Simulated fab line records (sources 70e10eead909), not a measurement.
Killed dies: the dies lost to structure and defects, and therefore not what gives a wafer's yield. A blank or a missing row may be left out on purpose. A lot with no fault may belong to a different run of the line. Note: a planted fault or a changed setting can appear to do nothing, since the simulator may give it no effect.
fab line records -- flow nandHarc
[record] lots = 6, wafers = 18, lastDay = 24
route steps=1159 shown A_CONTACT@889 END@1159
lots untouched by any fault: they come from a run of this same line in which no faults occurred
startH: hours from the record's first day to the start of the lot's first wafer shown -- waitH: hours from the lot's prior step to this one -- " repeats the value in the row above -- L1.1+2: a single row standing in for several wafers -- - no value, or no start given -- * or withheld: withheld -- < > ~ a bound
route shown NAME@n: names a module that has steps shown in the file, with the first one's number in the route -- usual: mean/standard deviation of fault-free wafers -- same: alike in all rows -- chamber/n: place in a boat -- sites: each site's reading -- _std_site: standard deviation of those values -- _edge_site: the outer-site mean with the inner-site mean subtracted -- radiusMm: how far each site lies from the wafer's centre -- mask NAME#n: copy n -- behind: the last tool/chamber to shape the wafer -- hold: reason for holding the lot/hours on hold/outcome of the hold -- device: the n, p or np transistor that did not switch -- end of line: tests run on the same wafers once the route is complete -- a step given without rows: its recipe and nothing more -- killed: at the first sort, the dies lost to defects and structure; wafer yield is something else -- map: shows each die of a wafer: x if killed, . if not, _ if none is there
set.NAME: the setting the step ran with; set.NAME@STEP: the setting that earlier step ran with -- model.NAME: the simulator's own value behind a step, which no gauge read
certain route steps with their lots: each step a table, each wafer a row
services: from which hour (startH, from the record's first day; less than 0 if before it) a tool's chamber was out of use, for how many hours, and why
[[steps]]
[step NHARC_A_CONTACT_COAT_62]
[recipe] tempC = 225, timeS = 65
[step NHARC_A_CONTACT_COAT_63]
[recipe] spinRpm = 1500, resistThkNm = 90
[step NHARC_A_CONTACT_SOFTBAKE_64]
[recipe] tempC = 105, timeS = 55
[step NHARC_A_CONTACT_EBR_65]
[step NHARC_A_CONTACT_EXPOSE_66]
[recipe] na = 1.35, sigmaOuter = 0.8, doseMj = 59.02, maskId = A_CC_2
[step NHARC_A_CONTACT_PEB_67]
[recipe] pebTempC = 100, pebTimeS = 65
[step NHARC_A_CONTACT_DEVELOP_68]
[recipe] developTimeS = 35, devTempC = 23
[step NHARC_A_CONTACT_CD_MEAS_69]
[recipe] targetCdNm = 200, landingEnergyEv = 500
[usual] cdNm = 200.0/0.43
lot.wafer,tool,chamber,startH,waitH,cdNm
L499.3,cdSem-02,0,393.56,-,199.5
L499.4,cdSem-02,0,393.56,-,199.9
L499.5,cdSem-02,0,393.56,-,199.7
L504.1,cdSem-03,0,416.41,-,200.0
L504.4,cdSem-03,0,416.41,-,199.5
L504.6,cdSem-03,0,416.41,-,199.8
L508.1,cdSem-03,0,447.03,-,199.9
L508.4,cdSem-03,0,447.03,-,199.9
L508.6,cdSem-03,0,447.03,-,200.2
L509.1,cdSem-01,0,458.19,-,200.4
L509.2,cdSem-01,0,458.19,-,199.7
L509.4,cdSem-01,0,458.19,-,199.9
L519.1,cdSem-01,0,508.23,-,200.0
L519.4,cdSem-01,0,508.23,-,199.2
L519.5,cdSem-01,0,508.23,-,199.9
L520.3,cdSem-03,0,509.48,-,199.3
L520.5,cdSem-03,0,509.48,-,199.6
L520.6,cdSem-03,0,509.48,-,199.7
[step NHARC_A_CONTACT_OVL_MEAS_70]
[usual] overlayXNm = 0.1/0.77, overlayYNm = -0.3/0.81
lot.wafer,tool,chamber,startH,waitH,overlayXNm,overlayYNm
L499.3,overlay-01,-,393.64,-,1.6,0.4
L499.4,overlay-01,-,393.64,-,0.8,0.8
L499.5,overlay-01,-,393.64,-,0.9,0.4
L504.1,overlay-02,-,416.49,-,0.4,0.0
L504.4,overlay-02,-,416.49,-,0.4,-0.8
L504.6,overlay-02,-,416.49,-,0.5,-0.4
L508.1,overlay-01,-,447.11,-,-1.0,0.4
L508.4,overlay-01,-,447.11,-,-0.6,0.1
L508.6,overlay-01,-,447.11,-,-0.9,0.2
L509.1,overlay-01,-,458.27,-,-0.4,-0.6
L509.2,overlay-01,-,458.27,-,-0.2,-0.4
L509.4,overlay-01,-,458.27,-,-0.7,-0.9
L519.1,overlay-02,-,508.32,-,0.8,-0.3
L519.4,overlay-02,-,508.32,-,0.0,-0.7
L519.5,overlay-02,-,508.32,-,0.9,-0.6
L520.3,overlay-02,-,509.56,-,0.9,-0.4
L520.5,overlay-02,-,509.56,-,1.7,-0.2
L520.6,overlay-02,-,509.56,-,1.3,-0.2
[step NHARC_A_CONTACT_INSPECT_71]
[usual] rawDefectCount = 29/15
lot.wafer,tool,chamber,startH,waitH,rawDefectCount
L499.3,defectInspect-02,-,393.68,0.0,14
L499.4,defectInspect-02,-,393.68,0.0,14
L499.5,defectInspect-02,-,393.68,0.0,15
L504.1,defectInspect-02,-,416.53,0.0,18
L504.4,defectInspect-02,-,416.53,0.0,18
L504.6,defectInspect-02,-,416.53,0.0,20
L508.1,defectInspect-02,-,447.15,0.0,40
L508.4,defectInspect-02,-,447.15,0.0,35
L508.6,defectInspect-02,-,447.15,0.0,45
L509.1,defectInspect-02,-,458.31,0.0,14
L509.2,defectInspect-02,-,458.31,0.0,14
L509.4,defectInspect-02,-,458.31,0.0,10
L519.1,defectInspect-01,-,508.35,0.0,35
L519.4,defectInspect-01,-,508.35,0.0,56
L519.5,defectInspect-01,-,508.35,0.0,41
L520.3,defectInspect-02,-,509.60,0.0,52
L520.5,defectInspect-02,-,509.60,0.0,48
L520.6,defectInspect-02,-,509.60,0.0,43
[step NHARC_A_CONTACT_DESCUM_74]
[recipe] timeS = 3, o2FlowSccm = 200, arFlowSccm = 0, biasPowerW = 0, chemistry = O2
[usual] drypumpMotorCurrentA = 5.6/0.56, mfcArSccm = 0.009/0.01, oesProductAu = 1.002/0.0077, rfVppV = 57.8/0.9, showerheadPlenumPTorr = 1.88/0.088, throttleValvePct = 11.312/0.0086
[same] biasPowerW = 0, timeS = 3
lot.wafer,tool,chamber,startH,waitH,drypumpMotorCurrentA,mfcArSccm,oesProductAu,rfHoursCounterH,rfVppV,showerheadPlenumPTorr,throttleValvePct
L499.4,rieDiel-04,1,393.77,0.1,5.3,0,1.005,-,57.0,1.82,11.321
L499.3,rieDiel-04,2,393.77,0.1,5.2,0,1.012,-,56.0,2.00,11.309
L499.5,rieDiel-04,2,393.77,0.1,5.2,0,1.011,-,58.0,2.00,11.312
L504.1,rieDiel-04,0,416.59,0.1,6.4,0.023,1.004,17,57.3,1.93,11.317
L504.4,rieDiel-04,1,416.59,0.1,5.3,0,1.010,20,58.5,1.82,11.303
L504.6,rieDiel-04,0,416.59,0.1,6.4,0.023,0.994,-,56.7,1.93,11.304
L508.4,rieDiel-02,3,447.23,0.1,6.4,0,0.996,47,57.5,1.77,11.326
L508.1,rieDiel-02,0,447.23,0.1,5.7,0.022,1.013,45,57.0,1.78,11.321
L508.6,rieDiel-02,2,447.23,0.1,5.3,0.010,0.986,-,57.9,1.87,11.304
L509.1,rieDiel-05,0,458.37,0.1,5.8,0.018,0.994,44,55.8,1.93,11.319
L509.2,rieDiel-05,1,458.37,0.1,5.9,0.036,1.010,39,59.0,1.89,11.315
L509.4,rieDiel-05,3,458.37,0.1,6.6,0.003,0.997,45,57.1,1.89,11.317
L519.4,rieDiel-04,3,508.41,0.1,4.9,0.012,1.009,8,57.6,1.79,11.293
L519.1,rieDiel-04,2,508.41,0.1,5.2,0,1.003,8,57.4,1.99,11.334
L519.5,rieDiel-04,0,508.41,0.1,6.4,0.023,0.992,-,58.0,1.92,11.307
L520.3,rieDiel-04,2,509.66,0.1,5.2,0,1.000,9,57.5,1.99,11.323
L520.5,rieDiel-04,1,509.66,0.1,5.3,0,0.991,-,58.5,1.81,11.299
L520.6,rieDiel-04,2,509.66,0.1,5.2,0,0.990,-,58.9,1.99,11.298
[step NHARC_A_CONTACT_ETCH_75]
[recipe] targetDepthA = 390, overEtchFrac = 0.3, timeS = 65, ionEnergyEv = 80, cf4FlowSccm = 150, arFlowSccm = 0, rfW = 300, biasW = 100, chemistry = CF4
[usual] biasW = 99.95/0.3, drypumpMotorCurrentA = 5.7/0.58, mfcArSccm = 0.009/0.0098, oesProductAu = 1.004/0.007, rfVppV = 150.9/1.3, runLengthS = 86.3/0.44, showerheadPlenumPTorr = 1.74/0.076, throttleValvePct = 13.284/0.0099
[same] timeS = 65
lot.wafer,tool,chamber,startH,waitH,biasW,drypumpMotorCurrentA,mfcArSccm,oesProductAu,rfHoursCounterH,rfVppV,runLengthS,showerheadPlenumPTorr,throttleValvePct
L499.3,rieDiel-04,0,393.95,0.1,100.33,6.4,0.023,1.008,14,153.2,86.1,1.78,13.288
L499.5,rieDiel-04,2,393.95,0.1,99.90,5.2,0,1.011,-,152.2,85.7,1.84,13.309
L499.4,rieDiel-04,1,393.95,0.1,100.44,5.3,0,1.007,-,149.2,86.5,1.69,13.288
L504.4,rieDiel-04,0,416.69,0.1,99.67,6.4,0.023,1.008,17,150.7,86.3,1.78,13.289
L504.1,rieDiel-04,1,416.69,0.1,100.15,5.2,0,0.998,20,151.7,86.4,1.69,13.293
L504.6,rieDiel-04,3,416.69,0.1,100.12,4.9,0.012,1.007,-,148.8,86.3,1.66,13.302
L508.4,rieDiel-02,2,447.30,0.1,99.85,5.3,0.010,0.995,48,151.6,87.0,1.73,13.278
L508.1,rieDiel-02,3,447.30,0.1,99.94,6.4,0,1.003,47,150.0,86.4,1.65,13.278
L508.6,rieDiel-02,2,447.30,0.1,99.65,5.3,0.010,1.001,-,151.6,86.7,1.73,13.288
L509.2,rieDiel-05,3,458.48,0.1,100.57,6.6,0.003,1.016,45,151.6,86.3,1.74,13.270
L509.1,rieDiel-05,0,458.48,0.1,99.99,5.8,0.018,0.996,45,151.1,85.9,1.78,13.272
L509.4,rieDiel-05,1,458.48,0.1,100.01,5.9,0.036,1.000,39,150.5,86.3,1.75,13.305
L519.1,rieDiel-04,3,508.50,0.1,99.60,4.9,0.012,1.007,8,151.0,86.0,1.66,13.294
L519.4,rieDiel-04,1,508.50,0.1,99.90,5.3,0,0.995,8,151.2,86.7,1.68,13.312
L519.5,rieDiel-04,0,508.50,0.1,99.81,6.4,0.023,0.994,-,151.3,86.1,1.77,13.280
L520.3,rieDiel-04,2,509.76,0.1,99.71,5.2,0,1.007,9,151.8,85.5,1.84,13.296
L520.5,rieDiel-04,3,509.76,0.1,99.56,4.9,0.012,1.013,-,148.7,85.9,1.66,13.297
L520.6,rieDiel-04,0,509.76,0.1,99.95,6.4,0.023,1.003,-,151.5,86.3,1.78,13.278
[step NHARC_A_CONTACT_ETCH_76]
[recipe] targetDepthA = 2600, overEtchFrac = 0.3, timeS = 475.3, ionEnergyEv = 200, n2FlowSccm = 150, h2FlowSccm = 150, arFlowSccm = 0, rfW = 400, biasW = 150, chemistry = N2/H2
[usual] biasW = 150.0/0.47, drypumpMotorCurrentA = 5.7/0.57, mfcArSccm = 0.009/0.0099, oesProductAu = 1.002/0.0073, rfVppV = 429.4/2.8, runLengthS = 496.6/0.42, showerheadPlenumPTorr = 2.00/0.096, throttleValvePct = 14.172/0.0078
lot.wafer,tool,chamber,startH,waitH,biasW,drypumpMotorCurrentA,mfcArSccm,oesProductAu,rfHoursCounterH,rfVppV,runLengthS,showerheadPlenumPTorr,throttleValvePct
L499.3,rieDiel-04,0,394.14,-,149.8,6.4,0.023,1.004,14,431.5,496.5,2.06,14.173
L499.5,rieDiel-04,1,394.14,-,150.2,5.3,0,0.997,-,427.8,497.2,1.94,14.163
L499.4,rieDiel-04,0,394.14,-,150.3,6.3,0.023,0.999,-,431.1,496.5,2.06,14.164
L504.1,rieDiel-04,0,416.80,-,150.1,6.4,0.023,0.997,18,431.5,496.5,2.05,14.188
L504.4,rieDiel-04,2,416.80,-,149.1,5.2,0,1.010,22,433.1,496.0,2.13,14.174
L504.6,rieDiel-04,3,416.80,-,151.4,4.9,0.012,1.002,-,426.9,496.2,1.90,14.171
L508.4,rieDiel-02,2,447.39,-,150.4,5.3,0.010,0.995,48,430.4,496.9,1.99,14.174
L508.1,rieDiel-02,1,447.39,-,150.7,6.3,0,1.001,43,425.6,497.0,1.88,14.164
L508.6,rieDiel-02,3,447.39,-,150.2,6.4,0,1.001,-,425.5,497.2,1.88,14.175
L509.4,rieDiel-05,2,458.85,-,151.2,6.2,0,1.003,38,432.5,496.7,2.13,14.168
L509.2,rieDiel-05,3,458.85,-,150.3,6.7,0.003,1.010,45,430.7,496.7,2.01,14.171
L509.1,rieDiel-05,0,458.85,-,150.1,5.8,0.018,1.008,45,430.9,496.0,2.05,14.175
L519.1,rieDiel-04,0,508.59,-,-,6.4,0.023,0.988,8,431.6,363.4,2.05,14.172
L519.4,rieDiel-04,2,508.59,-,149.7,5.3,0,0.995,9,432.9,496.0,2.13,14.176
L519.5,rieDiel-04,1,508.59,-,150.0,5.3,0,0.993,-,427.3,496.8,1.93,14.174
L520.3,rieDiel-04,2,509.90,-,149.9,5.3,0,1.004,9,434.0,495.9,2.13,14.157
L520.6,rieDiel-04,0,509.90,-,-,6.3,0.023,0.995,-,430.6,363.4,2.05,14.161
L520.5,rieDiel-04,1,509.90,-,149.7,5.3,0,1.000,-,427.6,496.9,1.93,14.177
[step NHARC_A_CONTACT_ETCH_77]
[recipe] targetDepthA = 726, timeS = 36.3, cf4FlowSccm = 100, chf3FlowSccm = 30, arFlowSccm = 0, rfW = 500, biasW = 200, chemistry = CF4/CHF3
[usual] biasW = 200.1/0.67, drypumpMotorCurrentA = 5.6/0.57, mfcArSccm = 0.009/0.01, oesProductAu = 0.944/0.023, rfVppV = 369.6/2.5, runLengthS = 57.7/0.44, showerheadPlenumPTorr = 1.55/0.07, throttleValvePct = 16.803/0.0088
[same] timeS = 36.3
lot.wafer,tool,chamber,startH,waitH,biasW,drypumpMotorCurrentA,mfcArSccm,oesProductAu,rfHoursCounterH,rfVppV,runLengthS,showerheadPlenumPTorr,throttleValvePct
L499.3,rieDiel-04,1,-,-,200.2,5.3,0,0.929,16,367.2,58.0,1.50,16.804
L499.4,rieDiel-04,0,-,-,200.0,6.4,0.023,0.937,-,371.0,57.4,1.58,16.790
L499.5,rieDiel-04,1,-,-,199.2,5.3,0,0.923,-,369.4,57.8,1.50,16.806
L504.1,rieDiel-04,2,-,-,200.7,5.2,0,0.921,22,373.6,56.8,1.64,16.804
L504.4,rieDiel-04,1,-,-,200.3,5.2,0,0.933,20,367.6,57.8,1.50,16.795
L504.6,rieDiel-04,2,-,-,199.2,5.2,0,0.936,-,372.8,57.2,1.64,16.789
L508.1,rieDiel-02,3,-,-,200.7,6.4,0,0.925,48,366.9,57.7,1.46,16.795
L508.4,rieDiel-02,0,-,-,200.3,5.7,0.022,0.933,45,366.0,58.0,1.47,16.800
L508.6,rieDiel-02,3,-,-,200.8,6.4,0,0.925,-,365.5,58.1,1.46,16.804
L509.1,rieDiel-05,1,-,-,200.4,5.9,0.036,0.926,40,369.9,57.5,1.56,16.802
L509.2,rieDiel-05,2,-,-,199.3,6.2,0,0.929,39,373.0,57.5,1.64,16.795
L509.4,rieDiel-05,3,-,-,199.4,6.6,0.003,0.933,45,369.3,57.6,1.55,16.789
L519.4,rieDiel-04,3,-,-,199.6,4.9,0.012,0.962,8,367.7,57.3,1.47,16.804
L519.1,rieDiel-04,0,-,-,199.4,6.4,0.023,0.947,9,369.5,57.9,1.58,16.811
L519.5,rieDiel-04,2,-,-,200.0,5.2,0,0.973,-,372.9,57.1,1.64,16.807
L520.3,rieDiel-04,3,-,-,200.0,4.9,0.012,0.928,9,366.8,57.3,1.47,16.802
L520.6,rieDiel-04,3,-,-,200.7,4.9,0.012,0.927,-,368.3,57.2,1.47,16.785
L520.5,rieDiel-04,0,-,-,200.6,6.4,0.023,0.915,-,370.8,57.9,1.58,16.814
[step NHARC_END_SORT_01]
[recipe] tempC = 25
[usual] killedAtArray = 29/12, killedAtOther = 0.7/1, killedAtPeriphery = 4/3.2, killedDies = 34/12, killedOpen = 3.4/2, killedShort = 1.8/1.3
[same] grossDies = 677
lot.wafer,tool,chamber,startH,waitH,killedAtArray,killedAtOther,killedAtPeriphery,killedDies,killedOpen,killedShort
L519.1,prober-01,0,575.09,2.5,605,1,1,607,2,2
L520.6,prober-02,0,585.74,4.0,629,0,1,630,3,4
// killed by level:class
L519.1 A_CONTACT:areaEtch=569 A_SLIT:chamberFilmFlake=16 A_CHANNEL_HOLE_D1:chamberFilmFlake=6 A_CONTACT:chamberFilmFlake=6 A_CHANNEL_FILL_D1:geometricParticle:short=2 A_M1:chamberFilmFlake=2 A_ONON_D1:geometricParticle:open=1 A_CHANNEL_FILL_D1:geometricParticle:open=1
L520.6 A_CONTACT:areaEtch=581 A_SLIT:chamberFilmFlake=24 A_STAIRCASE:chamberFilmFlake=4 A_WL_FILL:chamberFilmFlake=3 A_CONTACT:chamberFilmFlake=3 A_M1:chamberFilmFlake=3 A_WL_FILL:geometricParticle:short=2 A_CHANNEL_HOLE_D1:chamberFilmFlake=2
// map L519.1 (x killed, . not)
____________x____________
_________..xxxx._________
_______..xx.xxxx.x_______
______xxx.xx.xxxxx.______
_____...xxxxxxxxxxx._____
____xxxxxx.xxxxxxxx.x____
____xxxxxxxxxxxxx.xx.____
___...xxxxxxxxxxxxxxx.___
___xxxxxxxxxxxxxxxxxxx___
__.xx.xxxxxxxxxxxxx.x.x__
__xxxxxxxxxxxxxxxxxxxx.__
_.xx.xxxxxxxxxxxxxxxxxxx_
_xxxxxxxxxxxxxxxxxxx.x.x_
_..xxxxxxxxxxxxxxxxxxxxx_
_xxxxxxxxxxxxxxxxxxxxxxx_
_.xxxxxxxxxxxxxxxxxxxxx._
.x.x.xxxxxxxxxxxxxxxxxxxx
..xxxxxxxxxxxxxxxxxxxxx..
xxx.xxxxxxxxxxxxxxxxxxxx.
x..xxxxxxxxxxxxxxxxxxxxxx
xxx.xxxxxxxxxxxxxxxxxx.xx
_xxxxxxxxxxxxxxxxxxxxxxx_
_xxxxxxxxxxxxxxxxxxxxxxx_
_xxxxxxxxxxxxxxxxxxxx..x_
_xxxx.xxxxxxxxxxxxxxxxxx_
_.xxxxxxxxxxxxxxxxxxxx.x_
__xxxxxxxxxxxxxxxxxxxxx__
__x.xx.xxxxxxxxxxxxxxx.__
___xxxxxxxxxxxxxxxxxxx___
___.xx.xxxxxxxxxxxxx.x___
____xxxxxxxxxxxxxxxxx____
____xxxxxxxxxxxxxxxx.____
_____.xx..xx.xxxxxxx_____
______xxxxxxxxxxxxx______
_______x..xxxxx.xx_______
_________..xx.xx_________
____________x____________
// map L520.6 (x killed, . not)
____________.____________
_________xxx.xxx_________
_______xxxx.xxxx.x_______
______.xxxx.xxxxxxx______
_____xxxxxxx.xx.xx.x_____
____xx.xxxxxxxx.xx..x____
____xxxxxxxxxxxxxxxx.____
___x.xxxxxx.xxxxxxxxxx___
___xxx.xxxxxxxxxxxxxxx___
__.xxxxxxxxxxxxxxxxxxxx__
__.xxxxxxxxxxxxxxxxxxxx__
_xx..xxxxxxxxxxxxxxxxxxx_
_xx.xxxxxxxxxxxxxxxxxxxx_
_x.xx.xxxxxxxxxxxxxxxxx._
_xxxxxxxxxxxxxxxxxxxxx.._
_..xxxxxxxxxxxxxxxxxxxxx_
..xxxxxxxxxxxxxxxxxxxxx..
x.xxxxxxxxxxxxxxxxxxxxxxx
..xxxxxxxxxxxxxxxxxxxxxxx
xxxxxxxxxxxxxxxxxxxxxxxxx
xxx.xxxxxxxxxxxxxxxxxxxxx
_xxxxxxxxxxxxxxxxxxxxxxx_
_xxxxxxxxxxxxxxxxxxxxxxx_
_.xxxxxxxxxxxxxxxxxxxxxx_
_xxxxxxxxxxxxxxxxxxxxxxx_
_.xx.xxxxxxxxxxxxxxxxxxx_
__xxx.xxxxxxxxxxxxxxxxx__
__xxxxxxxxxxxxxxxxxxxxx__
___x.xxxxxxxxxxxxxxxxx___
___xxxxxxxxxxxxxx.xxxx___
____xxxxxxxxxxxxxxxxx____
____xxxxxxxxxxxxxxxxx____
_____xxxxxxxxxxxxxxx_____
______xxxxxxxxxxxxx______
_______xxxxxxxxx.x_______
_________x.xxxx._________
____________.____________
[[services]]
tool,chamber,startH,hours,kind
rieDiel-04,0,371.50,-,clean
rieDiel-04,1,371.50,-,clean
rieDiel-04,2,371.50,-,clean
rieDiel-04,3,371.50,-,clean
rieDiel-04,0,374.09,10.1,repair
rieDiel-04,3,391.44,8.3,repair
rieDiel-04,0,391.88,1.9,repair
rieDiel-04,0,396.00,-,clean
rieDiel-04,1,396.00,-,clean
rieDiel-04,2,396.00,-,clean
rieDiel-04,2,411.88,3.5,repair
rieDiel-04,0,420.50,-,clean
rieDiel-04,1,420.50,-,clean
rieDiel-04,2,420.50,-,clean
rieDiel-04,3,420.50,-,clean
rieDiel-04,1,435.79,1.6,repair
rieDiel-04,0,445.08,-,clean
rieDiel-04,1,445.08,-,clean
rieDiel-04,2,445.08,-,clean
rieDiel-04,3,445.08,-,clean
rieDiel-04,-,466.00,9.0,pm
rieDiel-04,-,479.07,0.4,repair
rieDiel-02,3,502.46,8.7,repair
rieDiel-02,-,505.11,9.0,pm
[[key]]
[firstSign] step = NHARC_A_CONTACT_ETCH_76, reading = runLengthS, direction = down, sigmas = 99+, usual = *, struck = *
[effect] step = NHARC_END_SORT_01, reading = killedDies, direction = up, sigmas = 50, usual = 34, struck = 618
[moreKillsBornAt] NHARC_A_CONTACT_ETCH_76@rieDiel-04 = 1150
metAt NHARC_A_CONTACT_ETCH_76
struckWafers L519.1,L520.6
laterRowsLeftOut L519.1,L520.6
testerLeftOut L519,L520
onsetBetween 416.80 508.59
[fault] kind = processParameterDrift, tool = rieDiel-04, chamber = 0, onsetH = 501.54, steps = NHARC_A_CONTACT_ETCH_76, channel = timeS, offset = *, shape = step, endH = 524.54, actsIn = *, stated = *
// testerLeftOut: of these lots the tester's yield and bins aren't shown, on N5 and GAA mostly nor the transistor test; their killed dies are dies lost to structure and defects alone, not to doping, threshold or leakage, so they don't give the yield
// laterRowsLeftOut: the simulator's readings of these wafers behind a module that went badly wrong aren't trusted and aren't shown, but for the sort
